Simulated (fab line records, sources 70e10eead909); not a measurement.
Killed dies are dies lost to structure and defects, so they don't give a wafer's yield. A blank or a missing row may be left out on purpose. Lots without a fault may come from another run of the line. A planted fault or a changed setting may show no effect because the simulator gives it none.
fab line records | flow nand_harc
record lots=6 wafers=18 last_day=24
route steps=1159 shown A_ONON_D1@432 END@1159
lots that met no fault: from a run of the same line without faults
start_h: hours from the record's first day to the start of the lot's first wafer shown | wait_h: hours since the lot's step before | " the same as in the row above | L1.1+2: a row that stands for several wafers | - no value, or no start given | * or withheld: withheld | < > ~ a bound
route shown NAME@n: a module of which the file shows steps, and the number in the route of the first | usual: mean/standard deviation of fault-free wafers | same: alike in all rows | chamber/n: place in a boat | sites: the reading at each site | _std_site: their standard deviation | _edge_site: outer sites' mean less inner sites' | radius_mm: how far each site lies from the wafer's centre | mask NAME#n: copy n | behind: the tool/chamber that last shaped the wafer | hold: why the lot was held/for how many hours/how that ended | device: the transistor (n, p or np) that didn't switch | end of line: the same wafers' tests at the end of the route | a step without rows: its recipe alone | killed: dies lost to structure and defects at the first sort, not the wafer's yield | map: a wafer's dies, x killed, . not, _ none there
set.NAME: the setting as run; set.NAME@STEP: as run at that earlier step | model.NAME: the simulator's own value behind a step, which no gauge read
lots at some steps of the route; a table a step, a row a wafer
services: from which hour (start_h, from the record's first day; less than 0 if before it) a tool's chamber was out of use, for how many hours, and why
## steps
# step NHARC_A_ONON_D1_DEP_12
# recipe target_thk_a=10000 n2_flow_sccm=2750 n2o_flow_sccm=2000 nh3_flow_sccm=500 sih4_flow_sccm=210 temp_c=400
# step NHARC_A_ONON_D1_THK_MEAS_14
# recipe thk_meas_gauge=ellipsometry
# usual thk_nm=1002/11
# columns lot.wafer tool chamber start_h wait_h thk_nm
L576.2 film_metro-02 - 179.54 - 999
L576.3 " - " " 1002
L576.4 " - " " 999
L583.1 film_metro-02 - 209.93 - 1014
L583.2 " - " " 1015
L583.3 " - " " 1014
L589.2 film_metro-01 - 235.72 - 1018
L589.4 " - " " 1020
L589.5 " - " " 1018
L591.2 film_metro-01 - 248.12 - 996
L591.3 " - " " 997
L591.6 " - " " 997
L597.3 film_metro-02 - 284.04 - 1013
L597.4 " - " " 1013
L597.5 " - " " 1013
L598.3 film_metro-02 - 307.33 - 993
L598.5 " - " " 990
L598.6 " - " " 991
# step NHARC_A_ONON_D1_ANNEAL_15
# recipe temp_c=750 time_s=3600
# step NHARC_A_ONON_D1_DEP_16
# recipe target_thk_a=10000 n2_flow_sccm=2750 n2o_flow_sccm=2000 nh3_flow_sccm=500 sih4_flow_sccm=210 temp_c=400
# step NHARC_A_ONON_D1_THK_MEAS_18
# recipe thk_meas_gauge=ellipsometry
# usual thk_nm=1001/8.9
# columns lot.wafer tool chamber start_h wait_h thk_nm
L576.2 film_metro-02 - 187.05 - 996
L576.3 " - " " 997
L576.4 " - " " 995
L583.1 film_metro-01 - 217.15 - 985
L583.2 " - " " 984
L583.3 " - " " 982
L589.2 film_metro-02 - 247.07 - 1008
L589.4 " - " " 1007
L589.5 " - " " 1007
L591.2 film_metro-02 - 255.25 - 996
L591.3 " - " " 997
L591.6 " - " " 998
L597.3 film_metro-01 - 291.19 - 994
L597.4 " - " " 998
L597.5 " - " " 997
L598.3 film_metro-02 - 314.49 - 1003
L598.5 " - " " 1006
L598.6 " - " " 1004
# step NHARC_A_ONON_D1_DEP_19
# recipe target_thk_a=10000 n2_flow_sccm=2750 n2o_flow_sccm=2000 nh3_flow_sccm=500 sih4_flow_sccm=210 temp_c=400
# step NHARC_A_ONON_D1_THK_MEAS_21
# recipe thk_meas_gauge=ellipsometry
# usual thk_nm=999/9.2
# columns lot.wafer tool chamber start_h wait_h thk_nm
L576.2 film_metro-02 - 187.63 - 998
L576.3 " - " " 997
L576.4 " - " " 999
L583.1 film_metro-02 - 217.74 - 1000
L583.2 " - " " 1001
L583.3 " - " " 1001
L589.2 film_metro-01 - 248.11 - 1015
L589.4 " - " " 1016
L589.5 " - " " 1015
L591.2 film_metro-02 - 255.82 - 1000
L591.3 " - " " 1000
L591.6 " - " " 1001
L597.3 film_metro-01 - 291.76 - 994
L597.4 " - " " 996
L597.5 " - " " 994
L598.3 film_metro-02 - 315.05 - 994
L598.5 " - " " 992
L598.6 " - " " 994
# step NHARC_A_ONON_D1_DEP_22
# recipe target_thk_a=10000 n2_flow_sccm=2750 n2o_flow_sccm=2000 nh3_flow_sccm=500 sih4_flow_sccm=210 temp_c=400
# step NHARC_A_ONON_D1_THK_MEAS_24
# recipe thk_meas_gauge=ellipsometry
# usual thk_nm=998/12
# columns lot.wafer tool chamber start_h wait_h thk_nm
L576.2 film_metro-02 - 188.20 - 988
L576.3 " - " " 989
L576.4 " - " " 988
L583.1 film_metro-02 - 218.31 - 1003
L583.2 " - " " 1001
L583.3 " - " " 1001
L589.2 film_metro-02 - 248.82 - 1009
L589.4 " - " " 1009
L589.5 " - " " 1009
L591.2 film_metro-02 - 256.40 - 987
L591.3 " - " " 991
L591.6 " - " " 991
L597.3 film_metro-02 - 292.35 - 999
L597.4 " - " " 999
L597.5 " - " " 999
L598.3 film_metro-02 - 315.62 - 992
L598.5 " - " " 990
L598.6 " - " " 992
# step NHARC_A_ONON_D1_DEP_25
# recipe target_thk_a=10000 n2_flow_sccm=2750 n2o_flow_sccm=2000 nh3_flow_sccm=500 sih4_flow_sccm=210 temp_c=400
# step NHARC_A_ONON_D1_THK_MEAS_27
# recipe thk_meas_gauge=ellipsometry
# usual thk_nm=999/11
# columns lot.wafer tool chamber start_h wait_h thk_nm
L576.2 film_metro-02 - 188.77 - 1005
L576.3 " - " " 1005
L576.4 " - " " 1003
L583.1 film_metro-02 - 218.88 - 1007
L583.2 " - " " 1009
L583.3 " - " " 1008
L589.2 film_metro-01 - 249.51 - 1011
L589.4 " - " " 1012
L589.5 " - " " 1009
L591.2 film_metro-01 - 256.96 - 994
L591.3 " - " " 993
L591.6 " - " " 991
L597.3 film_metro-02 - 292.91 - 989
L597.4 " - " " 991
L597.5 " - " " 989
L598.3 film_metro-02 - 316.18 - 1000
L598.5 " - " " 999
L598.6 " - " " 1000
# step NHARC_A_ONON_D1_DEP_28
# recipe target_thk_a=10000 n2_flow_sccm=2750 n2o_flow_sccm=2000 nh3_flow_sccm=500 sih4_flow_sccm=210 temp_c=400
# usual n2o_flow_sccm=2000/6.3 nh3_flow_sccm=500.0/1.3 sih4_flow_sccm=210.0/0.62 susceptor_temp_C=400.00/0.23
# columns lot.wafer tool chamber start_h wait_h n2o_flow_sccm nh3_flow_sccm sih4_flow_sccm susceptor_temp_C
L576.2 pecvd_onon-02 0 188.88 0.1 1990 500.5 210.2 399.58
L576.3 " 0 " " 1992 498.7 210.3 399.62
L576.4 " 0 " " 1987 499.8 209.0 399.99
L583.1 pecvd_onon-04 0 218.93 0.1 1999 498.3 210.5 400.27
L583.2 " 0 " " 2018 501.0 209.4 399.94
L583.3 " 0 " " 2006 502.5 210.4 400.35
L589.2 pecvd_onon-02 0 249.63 0.1 2011 500.8 210.3 400.22
L589.4 " 0 " " 2014 501.8 210.5 400.27
L589.5 " 0 " " 2011 498.5 210.6 400.30
L591.2 pecvd_onon-02 0 257.08 0.1 1982 499.2 209.6 400.15
L591.3 " 0 " " 1987 500.3 208.7 399.77
L591.6 " 0 " " 1992 498.9 210.4 399.86
L597.3 pecvd_onon-03 0 293.21 0.3 2004 499.7 209.6 399.74
L597.4 " 0 " " 2004 502.2 210.3 399.40
L597.5 " 0 " " 2005 499.8 210.3 400.20
L598.3 pecvd_onon-04 0 316.35 0.2 2001 501.4 209.3 400.08
L598.5 " 0 " " 1999 498.4 209.9 400.16
L598.6 " 0 " " 2002 498.1 209.5 399.78
# step NHARC_A_ONON_D1_THK_MEAS_30
# recipe thk_meas_gauge=ellipsometry
# usual thk_nm=998/9.5
# columns lot.wafer tool chamber start_h wait_h thk_nm
L576.2 film_metro-01 - 189.33 - 991
L576.3 " - " " 990
L576.4 " - " " 991
L583.1 film_metro-01 - 219.45 - 1004
L583.2 " - " " 1003
L583.3 " - " " 1004
L589.2 film_metro-01 - 250.08 - 1605
L589.4 " - " " 1605
L589.5 " - " " 1606
L591.2 film_metro-02 - 257.53 - 1576
L591.3 " - " " 1575
L591.6 " - " " 1576
L597.3 film_metro-02 - 293.61 - 1002
L597.4 " - " " 1001
L597.5 " - " " 1001
L598.3 film_metro-02 - 316.75 - 995
L598.5 " - " " 996
L598.6 " - " " 995
# step NHARC_A_ONON_D1_DEP_33
# recipe target_thk_a=2000 temp_c=400 pressure_torr=6.5 rf_w=900 teos_flow_sccm=161.4 flow_sccm=2650 target_thk_nm=200 gas=O2 material=SiO2
# usual heater_power_w=515/77 susceptor_temp_C=399.98/0.24 throttle_valve_pct=15.8/0.43
# columns lot.wafer tool chamber start_h wait_h heater_power_w susceptor_temp_C throttle_valve_pct
L576.2 pecvd-01 1 189.39 0.1 473 400.03 16.7
L576.3 " 2 " " 548 400.07 16.6
L576.4 " 2 " " 563 399.99 16.5
L583.1 pecvd-03 1 219.50 0.1 484 399.98 15.5
L583.2 " 2 " " 625 399.62 15.5
L583.3 " 0 " " 515 399.46 16.0
L589.2 pecvd-03 0 250.23 0.1 525 399.59 15.8
L589.4 " 0 " " 522 399.69 15.8
L589.5 " 1 " " 467 399.88 15.6
L591.3 pecvd-02 1 257.59 0.1 518 399.99 16.1
L591.2 " 0 " " 393 400.03 15.5
L591.6 " 2 " " 571 399.88 15.7
L597.3 pecvd-02 1 294.02 0.4 576 400.09 15.4
L597.4 " 1 " " 428 399.90 16.1
L597.5 " 2 " " 553 399.80 15.4
L598.3 pecvd-03 1 316.98 0.2 427 400.22 15.4
L598.5 " 0 " " 537 399.80 16.1
L598.6 " 1 " " 452 400.31 15.6
# step NHARC_END_SORT_01
# recipe temp_c=25
# usual killed_at_array=28/10 killed_at_other=0.5/0.82 killed_at_periphery=3.4/2.2 killed_dies=31/10 killed_open=3.4/1.9 killed_short=1.9/1.3
# same gross_dies=677
# columns lot.wafer tool chamber start_h wait_h killed_at_array killed_at_other killed_at_periphery killed_dies killed_open killed_short
L591.2 prober-02 0 540.39 2.8 676 0 1 677 4 1
L591.3 prober-02 0 541.20 3.1 674 2 1 677 0 1
L591.6 prober-02 0 543.63 4.0 673 2 2 677 0 2
L589.2 prober-01 0 554.22 2.8 673 1 3 677 2 2
L589.4 prober-01 0 555.84 3.4 673 2 2 677 3 1
L589.5 prober-01 0 556.66 3.8 670 1 6 677 4 3
# killed by level:class
L591.2 A_ONON_D1:area_dep=648 A_CHANNEL_HOLE_D1:chamber_film_flake=16 A_CHANNEL_FILL_D1:geometric_particle:open=2 A_STAIRCASE:chamber_film_flake=2 A_BLC:chamber_film_flake=2 A_SOURCE_PLATE:geometric_particle:open=1 A_SOURCE_PLATE:geometric_particle:short=1 A_M1:geometric_particle:open=1
L591.3 A_ONON_D1:area_dep=647 A_CHANNEL_HOLE_D1:chamber_film_flake=17 A_BLC:chamber_film_flake=6 A_STAIRCASE:chamber_film_flake=2 THIN_TSV:chamber_film_flake=2 P_CONTACT:geometric_particle:short=1 A_SLIT:chamber_film_flake=1 A_CONTACT:chamber_film_flake=1
L591.6 A_ONON_D1:area_dep=647 A_CHANNEL_HOLE_D1:chamber_film_flake=16 A_BLC:chamber_film_flake=4 A_STAIRCASE:chamber_film_flake=3 THIN_TSV:chamber_film_flake=2 P_CONTACT:geometric_particle:short=1 A_WL_FILL:geometric_particle:short=1 P_STI:chamber_film_flake=1
L589.2 A_ONON_D1:area_dep=629 A_CHANNEL_HOLE_D1:chamber_film_flake=20 A_SLIT:chamber_film_flake=18 A_CONTACT:chamber_film_flake=3 P_GATE:geometric_particle:open=1 P_M0:geometric_particle:short=1 A_SGD_CUT:geometric_particle:open=1 A_WL_FILL:geometric_particle:short=1
L589.4 A_ONON_D1:area_dep=626 A_SLIT:chamber_film_flake=20 A_CHANNEL_HOLE_D1:chamber_film_flake=10 A_STAIRCASE:chamber_film_flake=6 A_CONTACT:chamber_film_flake=3 A_CHANNEL_FILL_D1:chamber_film_flake=2 A_WL_FILL:chamber_film_flake=2 THIN_TSV:chamber_film_flake=2
L589.5 A_ONON_D1:area_dep=620 A_CHANNEL_HOLE_D1:chamber_film_flake=19 A_SLIT:chamber_film_flake=13 A_CONTACT:chamber_film_flake=9 P_GATE:chamber_film_flake=3 A_STAIRCASE:chamber_film_flake=3 P_STI:geometric_particle:open=1 P_CONTACT:geometric_particle:short=1
# map L589.2 (x killed, . not)
____________x____________
_________xxxxxxx_________
_______xxxxxxxxxxx_______
______xxxxxxxxxxxxx______
_____xxxxxxxxxxxxxxx_____
____xxxxxxxxxxxxxxxxx____
____xxxxxxxxxxxxxxxxx____
___xxxxxxxxxxxxxxxxxxx___
___xxxxxxxxxxxxxxxxxxx___
__xxxxxxxxxxxxxxxxxxxxx__
__xxxxxxxxxxxxxxxxxxxxx__
_xxxxxxxxxxxxxxxxxxxxxxx_
_xxxxxxxxxxxxxxxxxxxxxxx_
_xxxxxxxxxxxxxxxxxxxxxxx_
_xxxxxxxxxxxxxxxxxxxxxxx_
_xxxxxxxxxxxxxxxxxxxxxxx_
xxxxxxxxxxxxxxxxxxxxxxxxx
xxxxxxxxxxxxxxxxxxxxxxxxx
xxxxxxxxxxxxxxxxxxxxxxxxx
xxxxxxxxxxxxxxxxxxxxxxxxx
xxxxxxxxxxxxxxxxxxxxxxxxx
_xxxxxxxxxxxxxxxxxxxxxxx_
_xxxxxxxxxxxxxxxxxxxxxxx_
_xxxxxxxxxxxxxxxxxxxxxxx_
_xxxxxxxxxxxxxxxxxxxxxxx_
_xxxxxxxxxxxxxxxxxxxxxxx_
__xxxxxxxxxxxxxxxxxxxxx__
__xxxxxxxxxxxxxxxxxxxxx__
___xxxxxxxxxxxxxxxxxxx___
___xxxxxxxxxxxxxxxxxxx___
____xxxxxxxxxxxxxxxxx____
____xxxxxxxxxxxxxxxxx____
_____xxxxxxxxxxxxxxx_____
______xxxxxxxxxxxxx______
_______xxxxxxxxxxx_______
_________xxxxxxx_________
____________x____________
# map L591.2 (x killed, . not)
____________x____________
_________xxxxxxx_________
_______xxxxxxxxxxx_______
______xxxxxxxxxxxxx______
_____xxxxxxxxxxxxxxx_____
____xxxxxxxxxxxxxxxxx____
____xxxxxxxxxxxxxxxxx____
___xxxxxxxxxxxxxxxxxxx___
___xxxxxxxxxxxxxxxxxxx___
__xxxxxxxxxxxxxxxxxxxxx__
__xxxxxxxxxxxxxxxxxxxxx__
_xxxxxxxxxxxxxxxxxxxxxxx_
_xxxxxxxxxxxxxxxxxxxxxxx_
_xxxxxxxxxxxxxxxxxxxxxxx_
_xxxxxxxxxxxxxxxxxxxxxxx_
_xxxxxxxxxxxxxxxxxxxxxxx_
xxxxxxxxxxxxxxxxxxxxxxxxx
xxxxxxxxxxxxxxxxxxxxxxxxx
xxxxxxxxxxxxxxxxxxxxxxxxx
xxxxxxxxxxxxxxxxxxxxxxxxx
xxxxxxxxxxxxxxxxxxxxxxxxx
_xxxxxxxxxxxxxxxxxxxxxxx_
_xxxxxxxxxxxxxxxxxxxxxxx_
_xxxxxxxxxxxxxxxxxxxxxxx_
_xxxxxxxxxxxxxxxxxxxxxxx_
_xxxxxxxxxxxxxxxxxxxxxxx_
__xxxxxxxxxxxxxxxxxxxxx__
__xxxxxxxxxxxxxxxxxxxxx__
___xxxxxxxxxxxxxxxxxxx___
___xxxxxxxxxxxxxxxxxxx___
____xxxxxxxxxxxxxxxxx____
____xxxxxxxxxxxxxxxxx____
_____xxxxxxxxxxxxxxx_____
______xxxxxxxxxxxxx______
_______xxxxxxxxxxx_______
_________xxxxxxx_________
____________x____________
## services
# columns tool chamber start_h hours kind
pecvd-02 0 166.22 - clean
pecvd-02 1 166.22 - clean
pecvd-02 2 166.22 - clean
pecvd-01 - 237.19 13.0 pm
pecvd-01 0 237.19 13.0 vent_cycle
pecvd-01 1 237.19 13.0 vent_cycle
pecvd-01 2 237.19 13.0 vent_cycle
pecvd_onon-04 - 237.34 13.0 pm
pecvd-01 0 250.19 - clean
pecvd-01 1 250.19 - clean
pecvd-01 2 250.19 - clean
pecvd-03 0 264.62 6.3 repair
pecvd-03 - 292.16 13.0 pm
pecvd-03 0 292.16 13.0 vent_cycle
pecvd-03 1 292.16 13.0 vent_cycle
pecvd-03 2 292.16 13.0 vent_cycle
pecvd_onon-02 - 292.18 13.0 pm
pecvd-03 0 305.16 - clean
pecvd-03 1 305.16 - clean
pecvd-03 2 305.16 - clean
pecvd-01 2 314.69 31.1 repair
## key
first_sign step=NHARC_A_ONON_D1_THK_MEAS_30 reading=thk_nm direction=up sigmas=62 usual=998 struck=1591
effect step=NHARC_END_SORT_01 reading=killed_at_array direction=up sigmas=63 usual=28 struck=673
more_kills_born_at NHARC_A_ONON_D1_DEP_28@pecvd_onon-02=3817
met_at NHARC_A_ONON_D1_DEP_28
struck_wafers L589.2,L589.4,L589.5,L591.2,L591.3,L591.6
later_rows_left_out L589.2,L589.4,L589.5,L591.2,L591.3,L591.6
tester_left_out L589,L591
onset_between 188.88 249.63
fault kind=process_parameter_drift tool=pecvd_onon-02 chamber=0 onset_h=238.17 steps=NHARC_A_ONON_D1_DEP_28 channel=target_thk_a offset=* shape=step end_h=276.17 acts_in=* stated=*
# tester_left_out: of these lots the tester's yield and bins aren't shown, on N5 and GAA mostly nor the transistor test; their killed dies are dies lost to structure and defects alone, not to doping, threshold or leakage, so they don't give the yield
# later_rows_left_out: the simulator's readings of these wafers behind a module that went badly wrong aren't trusted and aren't shown, but for the sort
